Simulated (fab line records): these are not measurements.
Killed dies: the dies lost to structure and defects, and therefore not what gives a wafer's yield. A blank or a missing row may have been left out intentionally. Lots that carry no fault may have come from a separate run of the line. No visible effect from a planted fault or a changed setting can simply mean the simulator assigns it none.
Matching of chambers / flow n5-finfet / N5_ILD0_CMP_07 on cmp-02 has 4 sister chambers
The step polishes SiO2 flowable, stops on poly-Si, t overpolish 1.18 s, target thk 138.88 nm. 4 wafers are shown with their chamber, then 11 later ones without.

## WAFERS PAIRED WITH THEIR CHAMBERS
wafer=L076.4; chamber=0; motor-current-A (A)=12.7
wafer=L085.5; chamber=1; motor-current-A (A)=14.5
wafer=L085.6; chamber=2; motor-current-A (A)=10.9
wafer=L089.1; chamber=3; motor-current-A (A)=11.0

## WAFERS MISSING THEIR CHAMBER
wafer=L089.2; motor-current-A (A)=13.1
wafer=L089.5; motor-current-A (A)=12.4
wafer=L091.2; motor-current-A (A)=14.2
wafer=L091.4; motor-current-A (A)=11.2
wafer=L091.5; motor-current-A (A)=14.6
wafer=L096.3; motor-current-A (A)=10.9
wafer=L096.4; motor-current-A (A)=11.3
wafer=L096.5; motor-current-A (A)=11.8
wafer=L097.1; motor-current-A (A)=10.7
wafer=L097.2; motor-current-A (A)=10.6
wafer=L097.3; motor-current-A (A)=12.7

## EACH ONE'S CHAMBER
wafer=L089.2; from the rows above=0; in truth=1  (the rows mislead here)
wafer=L089.5; from the rows above=0; in truth=0
wafer=L091.2; from the rows above=1; in truth=1
wafer=L091.4; from the rows above=can't be placed: 3 or 2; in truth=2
wafer=L091.5; from the rows above=1; in truth=1
wafer=L096.3; from the rows above=can't be placed: 2 or 3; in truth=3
wafer=L096.4; from the rows above=can't be placed: 3 or 2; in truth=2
wafer=L096.5; from the rows above=can't be placed: 3 or 0 or 2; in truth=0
wafer=L097.1; from the rows above=can't be placed: 2 or 3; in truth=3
wafer=L097.2; from the rows above=can't be placed: 2 or 3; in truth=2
wafer=L097.3; from the rows above=0; in truth=0
Placed correctly: 4 of 11. Unplaceable from these rows: 6, with the true chamber sitting among the candidates in 6. Placed wrongly: 1.
How it was worked out, from the rows above alone: a wafer's distance from a chamber is the root of the sum, over the readings, of the square of ((its reading less the chamber's mean) divided by the reading's scatter). If the next closest chamber is less than 2 further off than the closest, the wafer can't be placed; otherwise it belongs to the closest. A chamber's mean is the mean of its shown wafers. The scatter: with one shown wafer a chamber, the root of the mean of the squares of how far each hidden wafer lies from its nearest shown one.
